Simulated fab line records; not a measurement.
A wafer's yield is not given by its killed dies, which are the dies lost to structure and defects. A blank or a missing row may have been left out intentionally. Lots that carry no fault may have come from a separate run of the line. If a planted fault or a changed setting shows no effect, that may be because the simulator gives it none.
Matching of chambers ; flow n5-finfet ; N5_BEOL_M9_STRIP_36 on rie-diel-04 has 4 sister chambers
The step strips in N2/H2. 18 wafers are shown with their chamber, then 9 later ones without.

## WAFERS PAIRED WITH THEIR CHAMBERS
wafer;chamber;drypump-motor-current-A (A);showerhead-plenum-p-Torr (Torr);throttle-valve-pct (%)
L075.1;1;6.1;2.64;23.71
L075.2;2;5.0;2.45;23.69
L075.5;2;5.0;2.45;23.69
L076.1;2;5.0;2.45;23.71
L076.2;3;5.3;2.57;23.59
L076.5;0;5.1;2.55;23.45
L078.1;3;5.3;2.57;23.57
L078.3;2;5.0;2.45;23.70
L078.6;0;5.1;2.55;23.44
L080.1;1;6.1;2.63;23.72
L080.2;2;5.0;2.44;23.70
L080.6;0;5.1;2.54;23.48
L085.2;2;5.0;2.44;23.71
L085.4;3;5.3;2.57;23.59
L085.5;1;6.2;2.63;23.73
L086.1;2;5.0;2.44;23.72
L086.2;1;6.1;2.63;23.75
L086.6;3;5.3;2.56;23.61

SIGNATURES (means of the wafers above)
reading;chamber 0;chamber 1;chamber 2;chamber 3;scatter within a chamber
drypump-motor-current-A;5.100;6.125;5.000;5.300;0.0231
showerhead-plenum-p-Torr;2.5467;2.6325;2.4457;2.5675;0.00527
throttle-valve-pct;23.4567;23.7275;23.7029;23.5900;0.0153
Rule: for a wafer and a chamber, the distance is found by dividing, reading by reading, the gap between the wafer's reading and the chamber's mean by the reading's scatter, squaring, summing and taking the root. If the next closest chamber is less than 2 further off than the closest, the wafer can't be placed; otherwise it belongs to the closest. The scatter: take each reading less its chamber's mean, square it, sum over the shown wafers, divide by the number of wafers less the number of chambers, and take the root.

## WAFERS WITH NO CHAMBER GIVEN
wafer;drypump-motor-current-A (A);showerhead-plenum-p-Torr (Torr);throttle-valve-pct (%)
L089.1;5.0;2.44;23.71
L089.5;6.2;2.63;23.78
L089.6;5.0;2.44;23.72
L090.1;6.1;2.62;23.79
L090.2;5.3;2.56;23.58
L090.5;5.1;2.54;23.51
L097.1;5.3;2.55;23.62
L097.3;6.1;2.62;23.79
L097.6;5.3;2.56;23.65

## THE CHAMBER EACH PASSED THROUGH
wafer;from the rows above;in truth
L089.1;2;2
L089.5;1;1
L089.6;2;2
L090.1;1;1
L090.2;3;3
L090.5;0;0
L097.1;3;3
L097.3;1;1
L097.6;3;3
9 of 9 placed correctly. From these rows, 0 cannot be placed. Placed wrongly: 0.
